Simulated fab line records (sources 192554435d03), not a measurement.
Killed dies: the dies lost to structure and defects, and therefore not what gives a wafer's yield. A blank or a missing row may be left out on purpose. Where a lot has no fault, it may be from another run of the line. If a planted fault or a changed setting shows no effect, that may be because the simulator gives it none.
Matching of chambers | flow n5Finfet | N5_BEOL_M4_STRIP_19 on rieDiel-04 has 4 sister chambers
The step strips in O2. 18 wafers are shown with their chamber, then 9 later ones without.

EACH WAFER AND ITS CHAMBER
wafer  | chamber | drypumpMotorCurrentA (A) | throttleValvePct (%) | showerheadPlenumPTorr (Torr)
L079.1 | 1       | 6.0                      | 16.24                | 2.13
L079.4 | 0       | 5.4                      | 16.57                | 2.13
L079.6 | 2       | 5.9                      | 16.82                | 2.12
L081.3 | 0       | 5.4                      | 16.58                | 2.13
L081.5 | 3       | 5.5                      | 16.28                | 2.14
L081.6 | 2       | 5.9                      | 16.84                | 2.11
L085.3 | 2       | 5.9                      | 16.84                | 2.11
L085.5 | 1       | 6.0                      | 16.28                | 2.12
L085.6 | 2       | 5.9                      | 16.84                | 2.11
L088.2 | 1       | 6.0                      | 16.30                | 2.12
L088.5 | 0       | 5.4                      | 16.60                | 2.13
L088.6 | 1       | 6.0                      | 16.28                | 2.12
L087.1 | 1       | 6.0                      | 16.30                | 2.12
L087.2 | 0       | 5.4                      | 16.61                | 2.13
L087.3 | 3       | 5.6                      | 16.31                | 2.14
L090.2 | 3       | 5.6                      | 16.30                | 2.14
L090.3 | 1       | 6.0                      | 16.27                | 2.12
L090.6 | 3       | 5.6                      | 16.30                | 2.14

SIGNATURES, as means of the wafers listed above
reading               | chamber 0 | chamber 1 | chamber 2 | chamber 3 | scatter within a chamber
drypumpMotorCurrentA  | 5.400     | 6.000     | 5.900     | 5.575     | 0.0231
throttleValvePct      | 16.5900   | 16.2783   | 16.8350   | 16.2975   | 0.0174
showerheadPlenumPTorr | 2.1300    | 2.1217    | 2.1125    | 2.1400    | 0.00336
Rule: a wafer's distance from a chamber is the root of the sum, over the readings, of the square of ((its reading less the chamber's mean) divided by the reading's scatter). If the next closest chamber is less than 2 further off than the closest, the wafer can't be placed; otherwise it belongs to the closest. The scatter: the root of (the sum of the squares of (reading less its chamber's mean) over the shown wafers, divided by (wafers less chambers)).

WAFERS MISSING THEIR CHAMBER
wafer  | drypumpMotorCurrentA (A) | throttleValvePct (%) | showerheadPlenumPTorr (Torr)
L093.1 | 5.4                      | 16.63                | 2.13
L093.5 | 5.4                      | 16.62                | 2.13
L093.6 | 5.6                      | 16.31                | 2.13
L092.2 | 6.0                      | 16.32                | 2.12
L092.4 | 5.4                      | 16.62                | 2.12
L092.5 | 5.6                      | 16.31                | 2.13
L096.1 | 5.9                      | 16.91                | 2.10
L096.3 | 5.4                      | 16.65                | 2.12
L096.6 | 5.4                      | 16.65                | 2.12

WHICH CHAMBER EACH WENT THROUGH
wafer  | from the rows above | in truth
L093.1 | 0                   | 0
L093.5 | 0                   | 0
L093.6 | 3                   | 3
L092.2 | 1                   | 1
L092.4 | 0                   | 0
L092.5 | 3                   | 3
L096.1 | 2                   | 2
L096.3 | 0                   | 0
L096.6 | 0                   | 0
Placed correctly: 9 of 9. Can't be placed from these rows: 0. Placed wrongly: 0.
